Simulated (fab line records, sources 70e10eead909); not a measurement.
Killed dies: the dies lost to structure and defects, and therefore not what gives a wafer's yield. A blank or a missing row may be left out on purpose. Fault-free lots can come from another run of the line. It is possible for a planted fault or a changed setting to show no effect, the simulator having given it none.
fab line records	flow nand-harc
[record] lots = 7	wafers = 21	last-day = 23
route steps=1159 shown A_CONTACT@946 END@1159
lots that met no fault: from a run of the same line without faults
start-h: the number of hours between the record's first day and the start of the first shown wafer of the lot	wait-h: hours from the lot's prior step to this one	" same as the row above	L1.1+2: a row that stands for several wafers	- no value present, or no start provided	* or withheld: withheld	< > ~ a bound
route shown NAME@n: NAME is a module with steps in the file, n the number in the route of the first one	usual: average and standard deviation across the fault-free wafers	same: alike in all rows	chamber/n: place in a boat	sites: readings site by site	_std_site: standard deviation of those values	_edge_site: outer sites' mean less inner sites'	radius-mm: how far each site lies from the wafer's centre	mask NAME#n: copy n	behind: tool/chamber where the wafer was last shaped	hold: cause of the lot's hold/its duration in hours/its outcome	device: the transistor (n, p or np) that didn't switch	end of line: the same wafers' tests at the end of the route	where a step has no rows: the recipe by itself	killed: at the first sort, the dies lost to defects and structure; wafer yield is something else	map: a wafer's dies, x killed, . not, _ none there
set.NAME: the setting as run; set.NAME@STEP: as run at that earlier step	model.NAME: the simulator's own value behind a step, which no gauge read
lots at selected steps of the route; one table per step, one row per wafer
services: a tool's chamber out of use, with start hour (start-h, from the record's first day; less than 0 if before it), hours out, and reason
[[steps]]
[step NHARC_A_CONTACT_ETCH_137]
[recipe] source-w = withheld	pressure-mtorr = 20	bias-v = 3000	time-s = 132	target-depth-a = 12870	ar-flow-sccm = withheld	c4f8-flow-sccm = withheld	o2-flow-sccm = withheld	chemistry = C4F8/O2/Ar
[step NHARC_A_CONTACT_ETCH_138]
[recipe] source-w = withheld	pressure-mtorr = 20	bias-v = 3000	time-s = 132	target-depth-a = 12890	ar-flow-sccm = withheld	c4f8-flow-sccm = withheld	o2-flow-sccm = withheld	chemistry = C4F8/O2/Ar
lot.wafer	tool	chamber	start-h	wait-h	rf-hours-counter-h
L466.4	har-cap-etch-02	1	415.51	0.1	-
L466.6	"	0	"	"	-
L466.5	"	1	"	"	-
L477.1	har-cap-etch-02	1	454.87	0.1	26
L477.3	"	1	"	"	-
L477.6	"	0	"	"	-
L475.2	har-cap-etch-02	1	461.08	0.1	28
L475.1	"	0	"	"	28
L475.6	"	1	"	"	-
L474.2	har-cap-etch-03	0	466.71	0.1	99
L474.1	"	1	"	"	99
L474.4	"	0	"	"	-
L478.2	har-cap-etch-03	1	470.64	0.1	99
L478.3	"	1	"	"	-
L478.4	"	0	"	"	-
L479.1	har-cap-etch-03	1	476.23	0.1	100
L479.2	"	0	"	"	100
L479.6	"	0	"	"	-
L485.3	har-cap-etch-01	0	502.97	0.1	-
L485.6	"	1	"	"	-
L485.5	"	0	"	"	-
[step NHARC_A_CONTACT_ETCH_139]
[recipe] source-w = withheld	pressure-mtorr = 20	bias-v = 400	time-s = 137	target-depth-a = 5900	ar-flow-sccm = withheld	c4f8-flow-sccm = 11.5	o2-flow-sccm = 7.2	chemistry = C4F8/O2/Ar
lot.wafer	tool	chamber	start-h	wait-h	rf-hours-counter-h
L466.4	har-cap-etch-02	1	415.74	0.2	-
L466.6	"	0	"	"	-
L466.5	"	1	"	"	-
L477.1	har-cap-etch-02	1	454.99	0.1	26
L477.3	"	1	"	"	-
L477.6	"	0	"	"	-
L475.2	har-cap-etch-02	1	461.20	0.1	28
L475.1	"	0	"	"	28
L475.6	"	1	"	"	-
L474.2	har-cap-etch-03	0	466.83	0.1	99
L474.1	"	1	"	"	99
L474.4	"	0	"	"	-
L478.2	har-cap-etch-03	1	470.76	0.1	99
L478.3	"	1	"	"	-
L478.4	"	0	"	"	-
L479.1	har-cap-etch-03	1	476.36	0.1	100
L479.2	"	0	"	"	100
L479.6	"	0	"	"	-
L485.3	har-cap-etch-01	0	503.14	0.2	-
L485.6	"	1	"	"	-
L485.5	"	0	"	"	-
[step NHARC_A_CONTACT_ETCH_92]
[recipe] target-depth-a = 400	over-etch-frac = 0.5	time-s = 85.7	ion-energy-ev = 120	ch3f-flow-sccm = 50	o2-flow-sccm = 30	ar-flow-sccm = 200	rf-w = 500	bias-w = 100	chemistry = CH3F/O2
[usual] drypump-motor-current-A = 5.7/0.52	oes-product-au = 0.95/0.035	rf-vpp-V = 243.9/1.9	showerhead-plenum-p-Torr = 2.43/0.13	throttle-valve-pct = 20.663/0.0089
lot.wafer	tool	chamber	start-h	wait-h	drypump-motor-current-A	oes-product-au	rf-hours-counter-h	rf-vpp-V	showerhead-plenum-p-Torr	throttle-valve-pct
L466.4	rie-diel-01	2	416.10	0.3	5.4	0.91	14	242.8	2.32	20.658
L466.6	"	0	"	"	4.9	0.93	-	247.0	2.56	20.656
L466.5	"	1	"	"	5.1	0.91	-	241.3	2.36	20.659
L477.3	rie-diel-04	2	455.40	0.3	6.3	0.92	61	246.1	2.64	20.674
L477.1	"	1	"	"	6.6	0.95	66	247.2	2.44	20.666
L477.6	"	2	"	"	6.2	0.92	-	246.8	2.64	20.661
L475.2	rie-diel-01	3	461.71	0.5	5.9	0.93	29	242.9	2.30	20.665
L475.1	"	0	"	"	4.8	0.93	26	245.8	2.56	20.648
L475.6	"	3	"	"	5.9	0.92	-	241.8	2.30	20.669
L474.4	rie-diel-01	0	467.24	0.3	4.9	0.93	28	245.6	2.56	20.673
L474.2	"	1	"	"	5.1	0.93	28	241.8	2.36	20.660
L474.1	"	3	"	"	5.8	0.93	30	242.6	2.30	20.671
L478.3	rie-diel-13	1	471.16	0.3	6.3	1.00	2	243.7	2.40	20.652
L478.4	"	3	"	"	5.4	1.00	2	248.0	2.61	20.676
L478.2	"	0	"	"	5.3	1.00	2	241.7	2.31	20.661
L479.2	rie-diel-04	0	476.76	0.3	5.8	1.00	0	247.2	2.66	20.660
L479.1	"	1	"	"	6.6	1.00	0	243.4	2.44	20.663
L479.6	"	0	"	"	5.8	1.00	-	245.7	2.66	20.657
L485.3	rie-diel-13	1	503.47	0.3	6.3	1.01	14	244.2	2.40	20.670
L485.5	"	2	"	"	5.8	0.96	-	243.2	2.38	20.669
L485.6	"	3	"	"	5.4	0.99	-	246.3	2.60	20.650
[step NHARC_A_CONTACT_ETCH_98]
[recipe] target-depth-a = 200	over-etch-frac = 0.5	time-s = 10	ion-energy-ev = 250	c4f6-flow-sccm = 25	o2-flow-sccm = 20	ar-flow-sccm = 500	rf-w = 600	bias-w = 500	chemistry = C4F6/O2
[usual] drypump-motor-current-A = 5.7/0.53	oes-product-au = 0.970/0.022	rf-vpp-V = 546/4	showerhead-plenum-p-Torr = 3.88/0.19	throttle-valve-pct = 26.903/0.009
lot.wafer	tool	chamber	start-h	wait-h	drypump-motor-current-A	oes-product-au	rf-hours-counter-h	rf-vpp-V	showerhead-plenum-p-Torr	throttle-valve-pct
L466.4	rie-diel-01	1	-	-	5.1	0.931	14	544	3.78	26.886
L466.5	"	3	"	"	5.9	0.946	-	542	3.69	26.920
L466.6	"	0	"	"	4.9	0.951	-	550	4.08	26.897
L477.1	rie-diel-04	1	-	-	6.6	0.975	66	546	3.89	26.899
L477.3	"	2	"	"	6.3	0.961	61	551	4.19	26.899
L477.6	"	2	"	"	6.3	0.965	-	551	4.19	26.884
L475.2	rie-diel-01	0	-	-	4.9	0.983	26	549	4.07	26.906
L475.1	"	1	"	"	5.1	0.989	27	545	3.77	26.885
L475.6	"	0	"	"	4.9	0.992	-	550	4.07	26.914
L474.2	rie-diel-01	3	-	-	5.9	0.964	30	541	3.68	26.897
L474.4	"	0	"	"	4.9	0.960	28	550	4.07	26.918
L474.1	"	1	"	"	5.1	0.957	28	547	3.77	26.891
L478.2	rie-diel-13	2	-	-	5.8	0.996	2	546	3.81	26.921
L478.4	"	3	"	"	5.4	0.992	2	551	4.15	26.890
L478.3	"	0	"	"	5.3	1.001	2	543	3.69	26.903
L479.2	rie-diel-04	2	-	-	6.3	1.006	0	553	4.19	26.909
L479.1	"	3	"	"	6.2	0.998	0	543	3.72	26.913
L479.6	"	2	"	"	6.3	0.998	-	551	4.19	26.897
L485.3	rie-diel-13	3	-	-	5.5	0.992	14	552	4.14	26.902
L485.6	"	1	"	"	6.3	1.008	-	546	3.84	26.900
L485.5	"	2	"	"	5.8	0.974	-	547	3.80	26.892
[step NHARC_A_CONTACT_CD_MEAS_15]
[usual] cd-nm = 90.1/0.56
lot.wafer	tool	chamber	start-h	wait-h	cd-nm
L466.4	cd-sem-02	-	416.31	-	90.4
L466.5	"	-	"	"	90.2
L466.6	"	-	"	"	90.0
L477.1	cd-sem-01	-	455.62	-	90.4
L477.3	"	-	"	"	89.9
L477.6	"	-	"	"	89.9
L475.1	cd-sem-01	-	461.97	-	89.3
L475.2	"	-	"	"	89.3
L475.6	"	-	"	"	89.6
L474.1	cd-sem-03	-	467.46	-	90.3
L474.2	"	-	"	"	90.2
L474.4	"	-	"	"	89.5
L478.2	cd-sem-01	-	471.39	-	90.1
L478.3	"	-	"	"	88.9
L478.4	"	-	"	"	89.9
L479.1	cd-sem-03	-	476.98	-	91.1
L479.2	"	-	"	"	89.8
L479.6	"	-	"	"	90.0
L485.3	cd-sem-02	-	503.65	-	89.4
L485.5	"	-	"	"	90.6
L485.6	"	-	"	"	90.0
[step NHARC_A_CONTACT_STRIP_107]
[recipe] n2-flow-sccm = 150	h2-flow-sccm = 150	ar-flow-sccm = 0	bias-w = 0	chemistry = N2/H2
[step NHARC_A_CONTACT_STRIP_108]
[recipe] cf4-flow-sccm = 100	chf3-flow-sccm = 30	ar-flow-sccm = 0	bias-w = 0	chemistry = CF4/CHF3
[step NHARC_A_CONTACT_STRIP_109]
[recipe] o2-flow-sccm = 400	cos-flow-sccm = 20	ar-flow-sccm = 0	bias-w = 0	chemistry = O2/COS
[step NHARC_A_CONTACT_ETCH_110]
[recipe] target-depth-a = 500	overetch-a = 50	time-s = 27.5	ion-energy-ev = 100	cf4-flow-sccm = 80	o2-flow-sccm = 20	ar-flow-sccm = 0	rf-w = 300	bias-w = 100	chemistry = CF4/O2
[step NHARC_A_CONTACT_STRIP_26]
[recipe] o2-flow-sccm = 500	ar-flow-sccm = 0	bias-w = 0	chemistry = O2
[usual] drypump-motor-current-A = 5.7/0.52	oes-product-au = 1.001/0.0086	rf-vpp-V = 57.5/0.94	showerhead-plenum-p-Torr = 3.47/0.17	throttle-valve-pct = 17.036/0.0092
lot.wafer	tool	chamber	start-h	wait-h	drypump-motor-current-A	oes-product-au	rf-hours-counter-h	rf-vpp-V	showerhead-plenum-p-Torr	throttle-valve-pct
L466.4	rie-diel-01	2	-	-	5.3	0.985	14	56.2	3.33	17.036
L466.6	"	2	"	"	5.3	0.990	-	57.4	3.33	17.048
L466.5	"	3	"	"	5.8	0.996	-	56.9	3.32	17.025
L477.3	rie-diel-01	0	-	-	4.9	1.006	23	57.6	3.67	17.019
L477.1	"	2	"	"	5.3	1.005	25	56.1	3.33	17.034
L477.6	"	0	"	"	4.9	1.007	-	58.6	3.67	17.036
L475.2	rie-diel-13	1	-	-	6.3	0.998	0	58.2	3.45	17.030
L475.1	"	0	"	"	5.3	1.005	0	56.3	3.32	17.023
L475.6	"	2	"	"	5.8	1.014	-	58.4	3.42	17.027
L474.4	rie-diel-13	1	-	-	6.3	1.004	1	56.1	3.45	17.040
L474.2	"	2	"	"	5.8	1.006	1	57.4	3.42	17.052
L474.1	"	0	"	"	5.3	0.996	1	56.8	3.32	17.030
L478.4	rie-diel-01	0	-	-	4.9	1.002	29	56.9	3.66	17.032
L478.3	"	1	"	"	5.1	1.007	30	57.6	3.39	17.037
L478.2	"	2	"	"	5.4	1.002	30	56.6	3.32	17.049
L479.2	rie-diel-04	2	-	-	6.3	1.002	0	59.3	3.77	17.032
L479.1	"	3	"	"	6.2	0.997	0	56.9	3.34	17.037
L479.6	"	1	"	"	6.6	1.024	-	56.9	3.50	17.043
L485.3	rie-diel-01	1	-	-	5.1	1.001	1	56.4	3.39	17.042
L485.6	"	1	"	"	5.1	0.997	-	59.0	3.38	17.052
L485.5	"	2	"	"	5.3	0.987	-	57.6	3.32	17.026
[step NHARC_A_CONTACT_STRIP_27]
[recipe] time-s = 600	temp-c = 30	chemistry = post-etch-residue-remover
[step NHARC_A_CONTACT_ALD_18]
[recipe] target-thk-a = 30	pulse-time-s = 1	ald-cycles = 150	temp-c = 450	material = TiN
[usual] ald-cycles = 150/0	heater-power-outer-w = 725/82	heater-power-w = 1122/130	precursor-pulse-height-rel = 1.000/0.021
lot.wafer	tool	chamber	start-h	wait-h	ald-cycles	heater-power-outer-w	heater-power-w	precursor-pulse-height-rel
L466.4	ald-metal-01	1	417.33	-	150	783	1116	0.992
L466.5	"	1	"	"	150	794	1084	1.020
L466.6	"	2	"	"	150	683	1088	0.995
L477.1	ald-metal-04	2	456.70	-	150	821	1176	0.996
L477.3	"	1	"	"	150	633	1020	1.006
L477.6	"	2	"	"	150	793	1168	1.008
L475.2	ald-metal-04	3	462.91	-	-	-	-	-
L475.1	"	1	"	"	-	-	-	-
L475.6	"	0	"	"	-	-	-	-
L474.1	ald-metal-01	3	468.68	-	-	-	-	-
L474.4	"	0	"	"	-	-	-	-
L474.2	"	2	"	"	-	-	-	-
L478.3	ald-metal-02	1	472.34	-	-	-	-	-
L478.4	"	2	"	"	-	-	-	-
L478.2	"	3	"	"	-	-	-	-
L479.1	ald-metal-02	3	477.94	-	150	632	1029	0.980
L479.2	"	0	"	"	150	596	970	0.999
L479.6	"	3	"	"	150	639	1042	1.000
L485.3	ald-metal-02	3	504.62	-	150	636	1059	1.015
L485.6	"	1	"	"	150	839	1337	0.985
L485.5	"	2	"	"	150	791	1305	0.975
[step NHARC_A_CONTACT_CVD_19]
[recipe] target-thk-a = 3000	temp-c = 300	pressure-torr = 40	wf6-flow-sccm = 40	h2-flow-sccm = 1600	ar-flow-sccm = 1560	time-s = 802	material = W
[step NHARC_END_SORT_01]
[recipe] temp-c = 25
[usual] killed-at-array = 25/9.2	killed-at-other = 0.8/1.2	killed-at-periphery = 3.9/2.6	killed-dies = 30/9.7	killed-open = 3.4/1.9	killed-short = 2.0/1.4
[same] gross-dies = 677
lot.wafer	tool	chamber	start-h	wait-h	killed-at-array	killed-at-other	killed-at-periphery	killed-dies	killed-open	killed-short
L466.4	prober-02	0	469.35	3.4	10	0	8	18	3	3
L466.5	prober-02	0	470.14	3.7	6	0	6	12	2	0
L466.6	prober-02	0	470.94	4.0	11	0	3	14	2	1
L477.1	prober-01	0	507.45	2.5	22	0	3	25	5	4
L477.3	prober-01	0	509.03	3.1	34	0	2	36	4	1
L477.6	prober-01	0	511.40	3.9	29	0	2	31	4	2
L475.1	prober-01	0	515.18	2.5	674	1	2	677	1	1
L475.2	prober-01	0	515.98	2.8	670	1	6	677	3	1
L475.6	prober-01	0	519.20	4.0	668	4	5	677	5	1
L474.1	prober-02	0	517.48	2.5	676	1	0	677	2	4
L474.2	prober-02	0	518.30	2.8	676	1	0	677	3	3
L474.4	prober-02	0	519.92	3.4	673	2	2	677	3	6
L479.1	prober-01	0	536.08	2.5	24	2	9	35	2	2
L479.2	prober-01	0	536.89	2.8	31	3	8	42	2	2
L479.6	prober-01	0	540.13	4.1	34	4	8	46	4	3
L478.2	prober-02	0	536.94	2.8	669	3	5	677	3	1
L478.3	prober-02	0	537.73	3.1	677	0	0	677	2	3
L478.4	prober-02	0	538.52	3.4	673	3	1	677	5	1
// killed by level:class
L466.4 A_M1:chamber-film-flake=4 P_CONTACT:geometric-particle:open=3 P_M2:chamber-film-flake=3 A_STAIRCASE:chamber-film-flake=3 P_CONTACT:geometric-particle:short=1 A_STAIRCASE:geometric-particle:short=1 A_M1:geometric-particle:short=1 P_GATE:chamber-film-flake=1
L466.5 A_STAIRCASE:chamber-film-flake=4 P_M2:chamber-film-flake=3 P_CONTACT:geometric-particle:open=1 P_M1:geometric-particle:open=1 P_GATE:chamber-film-flake=1 A_CHANNEL_HOLE_D1:chamber-film-flake=1 A_CHANNEL_FILL_D1:chamber-film-flake=1
L466.6 A_CHANNEL_HOLE_D1:chamber-film-flake=3 A_CHANNEL_FILL_D1:chamber-film-flake=3 P_M2:chamber-film-flake=2 A_STAIRCASE:chamber-film-flake=2 P_M0:geometric-particle:open=1 A_ONON_D1:geometric-particle:short=1 A_BLC:geometric-particle:open=1 A_SLIT:chamber-film-flake=1
L477.1 A_SLIT:chamber-film-flake=5 A_STAIRCASE:chamber-film-flake=4 A_CHANNEL_HOLE_D1:chamber-film-flake=3 A_WL_FILL:chamber-film-flake=3 P_M0:geometric-particle:open=2 A_WL_FILL:geometric-particle:short=2 A_CHANNEL_HOLE_D1:geometric-particle:open=1 A_CHANNEL_FILL_D1:geometric-particle:short=1
L477.3 A_SLIT:chamber-film-flake=17 A_STAIRCASE:chamber-film-flake=6 A_CHANNEL_HOLE_D1:chamber-film-flake=4 P_M0:geometric-particle:open=2 A_WL_FILL:chamber-film-flake=2 A_CONTACT:chamber-film-flake=2 A_CHANNEL_HOLE_D1:geometric-particle:short=1 A_CHANNEL_HOLE_D1:geometric-particle:open=1
L477.6 A_SLIT:chamber-film-flake=8 A_STAIRCASE:chamber-film-flake=7 A_CHANNEL_HOLE_D1:chamber-film-flake=4 A_WL_FILL:chamber-film-flake=3 A_M0:geometric-particle:open=2 P_M2:geometric-particle:open=1 A_SGD_CUT:geometric-particle:short=1 A_WL_FILL:geometric-particle:short=1
L475.1 A_CONTACT:area-ald=648 A_SLIT:chamber-film-flake=11 A_CHANNEL_HOLE_D1:chamber-film-flake=7 A_CONTACT:chamber-film-flake=5 A_STAIRCASE:chamber-film-flake=2 P_M0:geometric-particle:short=1 A_SGD_CUT:geometric-particle:open=1 P_GATE:chamber-film-flake=1
L475.2 A_CONTACT:area-ald=643 A_SLIT:chamber-film-flake=16 A_CONTACT:chamber-film-flake=5 P_ZERO_WELL:chamber-film-flake=4 A_CHANNEL_HOLE_D1:chamber-film-flake=2 A_STAIRCASE:chamber-film-flake=2 P_CONTACT:geometric-particle:short=1 P_CONTACT:geometric-particle:open=1
L474.1 A_CONTACT:area-ald=644 A_SLIT:chamber-film-flake=13 A_CHANNEL_HOLE_D1:chamber-film-flake=10 A_STAIRCASE:chamber-film-flake=2 A_ONON_D1:geometric-particle:open=1 A_ONON_D1:geometric-particle:short=1 A_CHANNEL_HOLE_D1:geometric-particle:short=1 A_M0:geometric-particle:open=1
L474.2 A_CONTACT:area-ald=635 A_CHANNEL_HOLE_D1:chamber-film-flake=18 A_SLIT:chamber-film-flake=9 A_CONTACT:chamber-film-flake=4 A_WL_FILL:chamber-film-flake=3 A_ONON_D1:geometric-particle:short=1 A_ONON_D1:geometric-particle:open=1 A_CHANNEL_HOLE_D1:geometric-particle:short=1
L475.6 A_CONTACT:area-ald=637 A_SLIT:chamber-film-flake=14 A_CONTACT:chamber-film-flake=5 THIN_TSV:chamber-film-flake=4 P_ZERO_WELL:chamber-film-flake=3 A_CHANNEL_HOLE_D1:chamber-film-flake=3 A_STAIRCASE:chamber-film-flake=3 A_ONON_D1:geometric-particle:open=2
L474.4 A_CONTACT:area-ald=626 A_SLIT:chamber-film-flake=17 A_CHANNEL_HOLE_D1:chamber-film-flake=14 A_CONTACT:chamber-film-flake=6 A_WL_FILL:geometric-particle:short=3 A_M0:geometric-particle:short=2 HYBRID_BOND:chamber-film-flake=2 A_SGD_CUT:geometric-particle:short=1
L479.1 A_SLIT:chamber-film-flake=12 A_CONTACT:chamber-film-flake=5 A_CHANNEL_HOLE_D1:chamber-film-flake=4 P_GATE:geometric-particle:open=2 P_GATE:chamber-film-flake=2 P_M1:chamber-film-flake=2 THIN_TSV:chamber-film-flake=2 P_CONTACT:geometric-particle:short=1
L479.2 A_SLIT:chamber-film-flake=16 A_CHANNEL_HOLE_D1:chamber-film-flake=6 P_CONTACT:chamber-film-flake=5 A_CONTACT:chamber-film-flake=4 THIN_TSV:chamber-film-flake=3 P_M1:chamber-film-flake=2 P_CONTACT:geometric-particle:open=1 A_STAIRCASE:geometric-particle:short=1
L478.2 A_CONTACT:area-ald=625 A_CHANNEL_HOLE_D1:chamber-film-flake=21 A_SLIT:chamber-film-flake=10 A_CONTACT:chamber-film-flake=7 THIN_TSV:chamber-film-flake=3 A_CHANNEL_FILL_D1:geometric-particle:open=2 P_GATE:chamber-film-flake=2 P_M1:chamber-film-flake=2
L478.3 A_CONTACT:area-ald=648 A_CHANNEL_HOLE_D1:chamber-film-flake=10 A_SLIT:chamber-film-flake=10 A_CONTACT:chamber-film-flake=4 A_ONON_D1:geometric-particle:short=1 A_CHANNEL_FILL_D1:geometric-particle:open=1 A_CHANNEL_FILL_D1:geometric-particle:short=1 A_BLC:geometric-particle:open=1
L478.4 A_CONTACT:area-ald=624 A_CHANNEL_HOLE_D1:chamber-film-flake=22 A_SLIT:chamber-film-flake=16 A_CONTACT:chamber-film-flake=5 THIN_TSV:chamber-film-flake=3 P_STI:geometric-particle:short=1 A_ONON_D1:geometric-particle:open=1 A_CHANNEL_HOLE_D1:geometric-particle:open=1
L479.6 A_SLIT:chamber-film-flake=13 A_CONTACT:chamber-film-flake=7 A_ZERO_WELL:chamber-film-flake=5 A_CHANNEL_HOLE_D1:chamber-film-flake=4 THIN_TSV:chamber-film-flake=3 P_CONTACT:geometric-particle:open=2 P_GATE:chamber-film-flake=2 P_M1:chamber-film-flake=2
// map L474.1 (x killed, . not)
____________x____________
_________xxxxxxx_________
_______xxxxxxxxxxx_______
______xxxxxxxxxxxxx______
_____xxxxxxxxxxxxxxx_____
____xxxxxxxxxxxxxxxxx____
____xxxxxxxxxxxxxxxxx____
___xxxxxxxxxxxxxxxxxxx___
___xxxxxxxxxxxxxxxxxxx___
__xxxxxxxxxxxxxxxxxxxxx__
__xxxxxxxxxxxxxxxxxxxxx__
_xxxxxxxxxxxxxxxxxxxxxxx_
_xxxxxxxxxxxxxxxxxxxxxxx_
_xxxxxxxxxxxxxxxxxxxxxxx_
_xxxxxxxxxxxxxxxxxxxxxxx_
_xxxxxxxxxxxxxxxxxxxxxxx_
xxxxxxxxxxxxxxxxxxxxxxxxx
xxxxxxxxxxxxxxxxxxxxxxxxx
xxxxxxxxxxxxxxxxxxxxxxxxx
xxxxxxxxxxxxxxxxxxxxxxxxx
xxxxxxxxxxxxxxxxxxxxxxxxx
_xxxxxxxxxxxxxxxxxxxxxxx_
_xxxxxxxxxxxxxxxxxxxxxxx_
_xxxxxxxxxxxxxxxxxxxxxxx_
_xxxxxxxxxxxxxxxxxxxxxxx_
_xxxxxxxxxxxxxxxxxxxxxxx_
__xxxxxxxxxxxxxxxxxxxxx__
__xxxxxxxxxxxxxxxxxxxxx__
___xxxxxxxxxxxxxxxxxxx___
___xxxxxxxxxxxxxxxxxxx___
____xxxxxxxxxxxxxxxxx____
____xxxxxxxxxxxxxxxxx____
_____xxxxxxxxxxxxxxx_____
______xxxxxxxxxxxxx______
_______xxxxxxxxxxx_______
_________xxxxxxx_________
____________x____________
// map L475.1 (x killed, . not)
____________x____________
_________xxxxxxx_________
_______xxxxxxxxxxx_______
______xxxxxxxxxxxxx______
_____xxxxxxxxxxxxxxx_____
____xxxxxxxxxxxxxxxxx____
____xxxxxxxxxxxxxxxxx____
___xxxxxxxxxxxxxxxxxxx___
___xxxxxxxxxxxxxxxxxxx___
__xxxxxxxxxxxxxxxxxxxxx__
__xxxxxxxxxxxxxxxxxxxxx__
_xxxxxxxxxxxxxxxxxxxxxxx_
_xxxxxxxxxxxxxxxxxxxxxxx_
_xxxxxxxxxxxxxxxxxxxxxxx_
_xxxxxxxxxxxxxxxxxxxxxxx_
_xxxxxxxxxxxxxxxxxxxxxxx_
xxxxxxxxxxxxxxxxxxxxxxxxx
xxxxxxxxxxxxxxxxxxxxxxxxx
xxxxxxxxxxxxxxxxxxxxxxxxx
xxxxxxxxxxxxxxxxxxxxxxxxx
xxxxxxxxxxxxxxxxxxxxxxxxx
_xxxxxxxxxxxxxxxxxxxxxxx_
_xxxxxxxxxxxxxxxxxxxxxxx_
_xxxxxxxxxxxxxxxxxxxxxxx_
_xxxxxxxxxxxxxxxxxxxxxxx_
_xxxxxxxxxxxxxxxxxxxxxxx_
__xxxxxxxxxxxxxxxxxxxxx__
__xxxxxxxxxxxxxxxxxxxxx__
___xxxxxxxxxxxxxxxxxxx___
___xxxxxxxxxxxxxxxxxxx___
____xxxxxxxxxxxxxxxxx____
____xxxxxxxxxxxxxxxxx____
_____xxxxxxxxxxxxxxx_____
______xxxxxxxxxxxxx______
_______xxxxxxxxxxx_______
_________xxxxxxx_________
____________x____________
[[services]]
tool	chamber	start-h	hours	kind
rie-diel-01	0	391.93	6.4	repair
ald-metal-01	-	393.18	0.5	repair
rie-diel-01	1	397.39	-	clean
rie-diel-01	2	397.39	-	clean
rie-diel-01	3	397.39	-	clean
ald-metal-04	-	406.00	10.0	pm
rie-diel-04	0	406.09	10.4	repair
rie-diel-13	2	415.09	6.4	repair
rie-diel-01	0	421.96	-	clean
rie-diel-01	1	421.96	-	clean
rie-diel-01	2	421.96	-	clean
rie-diel-01	3	421.96	-	clean
rie-diel-01	0	422.42	2.4	repair
ald-metal-01	-	437.58	2.8	repair
rie-diel-01	0	446.56	-	clean
rie-diel-01	1	446.56	-	clean
rie-diel-13	-	453.00	9.0	pm
ald-metal-01	-	458.00	10.0	pm
rie-diel-04	-	467.04	9.0	pm
har-cap-etch-01	-	479.00	0.8	repair
ald-metal-01	3	486.49	5.1	repair
rie-diel-01	-	491.81	9.0	pm
rie-diel-13	2	494.78	4.1	repair
ald-metal-04	3	500.99	6.4	repair
[[key]]
[first-sign] step = NHARC_A_CONTACT_ALD_18	reading = tool-record	direction = missing
[effect] step = NHARC_END_SORT_01	reading = killed-at-array	direction = up	sigmas = 70	usual = 25	struck = 673
[more-kills-born-at] NHARC_A_CONTACT_ALD_18@ald-metal-04 = 1928	NHARC_A_CONTACT_ALD_18@ald-metal-01 = 1905	NHARC_A_CONTACT_ALD_18@ald-metal-02 = 1897
met-at NHARC_A_CONTACT_ALD_18
struck-wafers L474.1,L474.2,L474.4,L475.1,L475.2,L475.6,L478.2,L478.3,L478.4
later-rows-left-out L474.1,L474.2,L474.4,L475.1,L475.2,L475.6,L478.2,L478.3,L478.4
tester-left-out L474,L475,L478
onset-between 456.70 462.91
[fault] kind = skipped-step-whole	tool = ald-metal-01,ald-metal-02,ald-metal-04	chamber = -	onset-h = 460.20	steps = NHARC_A_CONTACT_ALD_18	scope = struck-lots-only
// tester-left-out: of these lots the tester's yield and bins aren't shown, on N5 and GAA mostly nor the transistor test; their killed dies are dies lost to structure and defects alone, not to doping, threshold or leakage, so they don't give the yield
// later-rows-left-out: the simulator's readings of these wafers behind a module that went badly wrong aren't trusted and aren't shown, but for the sort
